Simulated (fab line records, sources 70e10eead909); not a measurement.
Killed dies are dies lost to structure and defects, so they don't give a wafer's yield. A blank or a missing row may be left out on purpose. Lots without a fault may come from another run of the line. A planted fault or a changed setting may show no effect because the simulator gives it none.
Chamber matching | flow nand_harc | NHARC_A_WL_FILL_ALD_19 on ald_metal-02: 4 sister chambers
The step deposits TiN, target thk 2 nm, pulse time 3 s, ald cycles 100. 8 wafers are shown with their chamber, then 8 later ones without.

WAFERS WITH THEIR CHAMBER
wafer  | chamber | heater_power_w (W) | precursor_pulse_height_rel
L075.1 | 2       | 1170               | 1.015
L078.4 | 2       | 1184               | 1.032
L079.5 | 1       | 1071               | 1.043
L085.3 | 3       | 1062               | 0.999
L085.6 | 1       | 1049               | 1.006
L089.5 | 0       | 1046               | 1.014
L089.6 | 3       | 944                | 0.984
L092.3 | 0       | 1058               | 0.999

WAFERS WITHOUT THEIR CHAMBER
wafer  | heater_power_w (W) | precursor_pulse_height_rel
L092.5 | 935                | 1.017
L092.6 | 1292               | 1.011
L096.2 | 1269               | 0.986
L096.3 | 1024               | 1.006
L096.5 | 1029               | 0.997
L095.3 | 1282               | 1.004
L095.5 | 1039               | 1.001
L095.6 | 1054               | 1.031

WHICH CHAMBER EACH WENT THROUGH
wafer  | from the rows above          | in truth
L092.5 | can't be placed: 3 or 0 or 1 | 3
L092.6 | 2                            | 2
L096.2 | 2                            | 2
L096.3 | can't be placed: 0 or 3 or 1 | 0
L096.5 | can't be placed: 3 or 0 or 1 | 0
L095.3 | 2                            | 2
L095.5 | can't be placed: 0 or 3 or 1 | 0
L095.6 | can't be placed: 1 or 0      | 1
Placed correctly: 3 of 8. Can't be placed from these rows: 5 (the true chamber is among the candidates in 5). Placed wrongly: 0.
How it was worked out, from the rows above alone: a wafer's distance from a chamber is the root of the sum, over the readings, of the square of ((its reading less the chamber's mean) divided by the reading's scatter). The wafer belongs to the nearest chamber; if the next one is less than 2 further off, it can't be placed. A chamber's mean is the mean of its shown wafers. The scatter: the root of (the sum of the squares of (reading less its chamber's mean) over the shown wafers, divided by (wafers less chambers)).
